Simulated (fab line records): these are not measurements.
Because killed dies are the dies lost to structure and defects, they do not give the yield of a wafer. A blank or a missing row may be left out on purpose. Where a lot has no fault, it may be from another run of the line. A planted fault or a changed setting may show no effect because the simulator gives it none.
Comparing a struck lot with a sound one -- flow nand_harc -- 42 out of 1302 route steps
Sound: wafers L740.1, L740.2, L740.5. Struck: wafers L743.2, L743.4, L743.5. The cause is given at the end.
Each step with rows lists, per side, the tool, then ch with its chambers, then its first start. Under that, the readings that differ: sound wafers -- struck wafers -- difference of the means -- sigmas: that difference in standard deviations of wafers without a fault.
alike: words and numbers the same on both sides, and readings whose means are apart by under 2 such deviations; not compared: readings that were withheld, readings missing a value for some wafer, numbers with overlapping values and no deviation given by the record, and bounds like >300 which may hide the same value.
A row with sigmas, a row that says differs or no value, or rows on one side alone: a step with any of these is where the two part. Numbers that don't overlap but have no deviation are shown without sigmas and don't part them. Lack of a reading on every wafer of one side parts them only where that side has two or more wafers.

first, 5 steps without rows for these wafers: NHARC_A_M1_SOFTBAKE_04 (time 55 s); NHARC_A_M1_EBR_05; NHARC_A_M1_EXPOSE_06 (exposes mask A M1, target cd 120 nm); NHARC_A_M1_PEB_07 (peb time 65 s); NHARC_A_M1_DEVELOP_08 (develop time 35 s).
NHARC_A_M1_CD_MEAS_09: target cd 120 nm.
  sound on cd_sem-02 ch 0, day 23 19:56; struck on cd_sem-03 ch 0, day 24 07:29
  alike: cd_nm
NHARC_A_M1_OVL_MEAS_10: pitch 240 nm.
  sound on overlay-01, day 23 20:01; struck on overlay-01, day 24 07:35
reading,sound,struck,difference,sigmas
overlay_x_nm (nm),1.1 1.3 0.5,-0.9 -1.1 -0.4,-1.8,-2
  alike: overlay_y_nm
NHARC_A_M1_INSPECT_11:
  sound on defect_inspect-01, day 23 20:04; struck on defect_inspect-02, day 24 07:37
  alike: raw_defect_count
then, 2 steps without rows for these wafers: NHARC_A_M1_DESCUM_14 (chemistry O2, time 3 s); NHARC_A_M1_ETCH_35 (etches the open film in N2/H2, target depth 40 nm, overetch 12 nm, time 43.94 s).
NHARC_A_M1_ETCH_15: etches the open film in C4F8/Ar, target depth 182.5 nm, time 91.2 s.
  sound on rie_diel-02 ch 1,2; struck on rie_diel-04 ch 0,1
  alike: oes_product_au, rf_vpp_V
  not compared: rf_hours_counter_h
NHARC_A_M1_CD_MEAS_16:
  sound on cd_sem-02, day 23 20:25; struck on cd_sem-03, day 24 07:59
  alike: cd_nm
NHARC_A_M1_STRIP_18: strips in N2/H2.
  sound on rie_diel-13 ch 0,1,3, day 23 20:32; struck on rie_diel-04 ch 0,2,3, day 24 08:05
  alike: drypump_motor_current_A, oes_product_au, rf_vpp_V, showerhead_plenum_p_Torr, throttle_valve_pct
  not compared: rf_hours_counter_h
then, 4 steps without rows for these wafers: NHARC_A_M1_ETCH_28 (etches the open film in CF4/N2, target depth 30 nm, time 72.99 s); NHARC_A_M1_STRIP_19 (strips in post etch residue remover, time 600 s); NHARC_A_M1_DEGAS_29 (time 60 s); NHARC_A_M1_PRE_CLEAN_30 (time 30 s).
NHARC_A_M1_PVD_20: deposits TaN, target thk 5 nm, time 8.06 s.
  sound on pvd_sputter-01; struck on pvd_sputter-01
  alike: cathode_dc_power_W, throttle_valve_pct
NHARC_A_M1_PVD_21: deposits Cu, target thk 30 nm, time 20.49 s.
  sound on pvd_sputter-01; struck on pvd_sputter-01
  alike: cathode_dc_power_W, throttle_valve_pct
then, 3 steps without rows for these wafers: NHARC_A_M1_ECD_22 (material Cu, target thk 400 nm); NHARC_A_M1_ANNEAL_31 (time 90 s); NHARC_A_M1_CMP_23 (polishes, t overpolish 20 s, target thk 154.34 nm).
NHARC_A_M1_THK_MEAS_24: measures by xrf.
  sound on film_metro-02, day 23 22:32; struck on film_metro-01, day 24 10:05
  alike: thk_nm
after that, 1 step had no rows for these wafers: NHARC_A_M1_SRD_25.
NHARC_A_M1_PRE_CLEAN_32: time 12 s.
  sound on pecvd-04 ch 0,2, day 23 22:45; struck on pecvd-03 ch 0,2, day 24 10:19
  alike: heater_power_w, susceptor_temp_C
NHARC_A_M1_DEP_33: deposits SiCN, target thk 30 nm.
  sound on pecvd-04 ch 0,2, day 23 22:50; struck on pecvd-03 ch 0,2, day 24 10:24
  alike: chamber_pressure_Torr, heater_power_w, susceptor_temp_C
then, 2 steps without rows for these wafers: NHARC_A_BONDPAD_DEP_00 (deposits SiCN, target thk 250 nm); NHARC_A_BONDPAD_CMP_29 (polishes SiCN, target thk 200 nm).
NHARC_A_BONDPAD_THK_MEAS_30: measures by ellipsometry.
  sound on film_metro-02, day 24 00:16; struck on film_metro-01, day 24 11:37
  alike: thk_nm
then, 10 steps without rows for these wafers: NHARC_A_BONDPAD_SRD_31; NHARC_A_BONDPAD_DEHYDRATE_01 (time 120 s); NHARC_A_BONDPAD_HMDS_02 (time 30 s); NHARC_A_BONDPAD_COAT_33 (time 65 s); NHARC_A_BONDPAD_COAT_03 (resist thk 600 nm); NHARC_A_BONDPAD_SOFTBAKE_04 (time 70 s); NHARC_A_BONDPAD_EBR_05; NHARC_A_BONDPAD_EXPOSE_06 (exposes mask A BPAD); NHARC_A_BONDPAD_PEB_07 (peb time 80 s); NHARC_A_BONDPAD_DEVELOP_08 (time 50 s).
NHARC_A_BONDPAD_CD_MEAS_09: target cd 500 nm.
  sound on cd_sem-03 ch 0, day 24 00:50; struck on cd_sem-01 ch 0, day 24 12:11
  alike: cd_nm
NHARC_HYBRID_BOND_ACTIVATE_00: chemistry N2, time 60 s.
  sound on rie_diel-08 ch 2,3, day 24 03:41; struck on rie_diel-08 ch 0,1, day 24 18:37
reading,sound,struck,difference,sigmas
hold,- - -,await_dispo/3.4h/release await_dispo/3.4h/release await_dispo/3.4h/release,no value on the sound wafers,
  alike: drypump_motor_current_A, oes_product_au, rf_vpp_V, showerhead_plenum_p_Torr
  not compared: rf_hours_counter_h
NHARC_END_SORT_01:
  sound on prober-01 ch 0, day 25 04:56; struck on prober-01 ch 0, day 26 06:22
reading,sound,struck,difference,sigmas
defect_limited_yield (%),90 87 87,78 76 78,-11,-3
killed_at_array,67 80 84,144 160 143,+72,+3
killed_dies,69 86 89,149 161 148,+71,+3
  alike: killed_at_other, killed_at_periphery, killed_open, killed_short

== WHERE THEY PART ==
At NHARC_A_M1_OVL_MEAS_10 first; at NHARC_END_SORT_01 last (within this record only).

WHY: whatever the simulator had introduced
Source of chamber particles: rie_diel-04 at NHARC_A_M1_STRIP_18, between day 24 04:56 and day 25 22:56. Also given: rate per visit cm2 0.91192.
